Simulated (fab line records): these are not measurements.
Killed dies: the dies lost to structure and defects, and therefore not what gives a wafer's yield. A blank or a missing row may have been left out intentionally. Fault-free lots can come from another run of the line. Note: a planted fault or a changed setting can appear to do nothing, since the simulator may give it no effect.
Which of the tools did it? | flow nand_harc | 72 wafers sampled from 24 lots at 1 step of a route of 1159

## WHAT THE GAUGES READ, wafer by wafer
NHARC_P_M1_CD_MEAS_16.
lot  | measured     | on        | cd_nm (nm)
L075 | day 6 10:17  | cd_sem-02 | 130.4 130.0 130.0
L074 | day 6 12:00  | cd_sem-03 | 130.0 129.5 128.6
L077 | day 6 20:01  | cd_sem-02 | 130.0 129.1 129.5
L076 | day 6 20:46  | cd_sem-02 | 130.2 128.9 129.7
L078 | day 6 20:47  | cd_sem-01 | 129.6 130.3 129.6
L079 | day 7 07:33  | cd_sem-01 | 130.5 130.0 130.7
L080 | day 7 15:20  | cd_sem-03 | 129.2 130.3 129.4
L081 | day 7 15:54  | cd_sem-01 | 130.6 130.6 130.0
L082 | day 8 03:37  | cd_sem-01 | 128.5 128.5 129.2
L084 | day 8 10:10  | cd_sem-01 | 131.3 130.2 130.9
L083 | day 8 21:04  | cd_sem-03 | 129.1 129.3 129.5
L088 | day 9 07:16  | cd_sem-03 | 130.3 129.1 129.7
L087 | day 9 07:22  | cd_sem-01 | 129.7 130.2 130.0
L086 | day 9 07:41  | cd_sem-03 | 130.1 130.0 128.9
L085 | day 9 08:24  | cd_sem-01 | 129.2 129.5 129.6
L089 | day 10 06:05 | cd_sem-02 | 129.7 130.1 129.8
L090 | day 10 06:49 | cd_sem-03 | 129.6 130.0 129.9
L091 | day 10 07:17 | cd_sem-01 | 129.7 130.1 130.3
L093 | day 10 14:05 | cd_sem-01 | 129.9 131.0 129.6
L092 | day 10 15:06 | cd_sem-02 | 129.8 130.3 130.4
L094 | day 10 22:25 | cd_sem-01 | 129.6 129.8 130.1
L095 | day 11 03:28 | cd_sem-01 | 130.3 130.2 130.4
L096 | day 11 13:22 | cd_sem-03 | 129.9 129.4 130.4
L097 | day 11 17:14 | cd_sem-03 | 130.6 130.5 130.8

## TOOL THAT RAN EACH LOT (tool first, then ch and the chambers of the sampled wafers, then the start)
There is no process step in the record ahead of these readings.

## WHAT THE TOOLS THEMSELVES READ (means of the sampled wafers that have a number; where no wafer has one, the mark that the record gives instead)
The record holds no such reading with a usual standard deviation.

## THE ANSWER, worked out from the rows above alone
Rule: the usual values come from the lots themselves. The widest of any qualifying gaps counts: lots, ordered by their means at a reading, are off when they make up no more than a third of the lots, leave a main group of 4 or more, and stand apart from it by 3 or more times the standard deviation of that group's means. If all means in a main group match to the digits the tables above print for the reading, that group is not used. Also off: a lot with no number at a reading for which 4 or more lots have one. All remaining lots with rows at the step are treated as sound. Order of review: gauges by route order, followed by the tools' own readings, for which a lot's mean as printed above is used. At the first step where some lot is off, the reading lying furthest off is the one used; lots without a number count as furthest.
No lot is off at any reading shown: from this, nothing can be told.

## WHAT WAS PUT IN BY THE SIMULATOR
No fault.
